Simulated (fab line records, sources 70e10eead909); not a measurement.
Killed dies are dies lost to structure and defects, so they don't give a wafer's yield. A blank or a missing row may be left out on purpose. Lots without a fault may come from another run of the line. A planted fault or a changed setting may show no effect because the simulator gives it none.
Chamber matching | flow nand_harc | NHARC_A_ZERO_WELL_ETCH_19 on rie_diel-03: 4 sister chambers
The step etches the open film in N2/H2, target depth 80 nm, overetch 24 nm, time 87.88 s. 16 wafers are shown with their chamber, then 8 later ones without.

WAFERS WITH THEIR CHAMBER
wafer  | chamber | drypump_motor_current_A (A) | rf_vpp_V (V) | chamber_pressure_mTorr (mTorr)
L075.1 | 1       | 6.0                         | 427.4        | 30.040
L075.4 | 3       | 5.7                         | 429.7        | 29.977
L075.6 | 1       | 6.0                         | 427.8        | 30.054
L077.4 | 3       | 5.7                         | 430.0        | 30.000
L077.5 | 2       | 5.0                         | 426.4        | 29.970
L077.6 | 3       | 5.7                         | 430.8        | 29.991
L076.1 | 3       | 5.7                         | 430.0        | 29.954
L076.4 | 1       | 5.9                         | 426.7        | 30.047
L076.6 | 3       | 5.7                         | 428.9        | 29.982
L082.1 | 1       | 5.9                         | 427.6        | 30.009
L082.5 | 3       | 5.7                         | 429.6        | 29.995
L082.6 | 2       | 5.0                         | 427.4        | 30.014
L089.1 | 3       | 5.7                         | 429.1        | 29.991
L089.4 | 0       | 5.3                         | 432.1        | 30.069
L089.5 | 3       | 5.7                         | 428.0        | 30.034
L090.1 | 0       | 5.3                         | 431.8        | 30.010

SIGNATURES (means of the wafers above)
reading                 | chamber 0 | chamber 1 | chamber 2 | chamber 3 | scatter within a chamber
drypump_motor_current_A | 5.300     | 5.950     | 5.000     | 5.700     | 0.0289
rf_vpp_V                | 431.950   | 427.375   | 426.900   | 429.512   | 0.721
chamber_pressure_mTorr  | 30.03950  | 30.03750  | 29.99200  | 29.99050  | 0.025
Rule: a wafer's distance from a chamber is the root of the sum, over the readings, of the square of ((its reading less the chamber's mean) divided by the reading's scatter). The wafer belongs to the nearest chamber; if the next one is less than 2 further off, it can't be placed. The scatter: the root of (the sum of the squares of (reading less its chamber's mean) over the shown wafers, divided by (wafers less chambers)).

WAFERS WITHOUT THEIR CHAMBER
wafer  | drypump_motor_current_A (A) | rf_vpp_V (V) | chamber_pressure_mTorr (mTorr)
L090.2 | 5.9                         | 426.5        | 29.981
L090.5 | 5.0                         | 426.3        | 30.021
L092.3 | 5.7                         | 429.4        | 30.037
L092.4 | 5.3                         | 431.7        | 30.005
L092.6 | 5.7                         | 428.2        | 30.079
L096.3 | 5.2                         | 430.6        | 30.066
L096.4 | 5.9                         | 424.8        | 30.021
L096.5 | 5.7                         | 429.4        | 29.979

WHICH CHAMBER EACH WENT THROUGH
wafer  | from the rows above | in truth
L090.2 | 1                   | 1
L090.5 | 2                   | 2
L092.3 | 3                   | 3
L092.4 | 0                   | 0
L092.6 | 3                   | 3
L096.3 | 0                   | 0
L096.4 | 1                   | 1
L096.5 | 3                   | 3
Placed correctly: 8 of 8. Can't be placed from these rows: 0. Placed wrongly: 0.
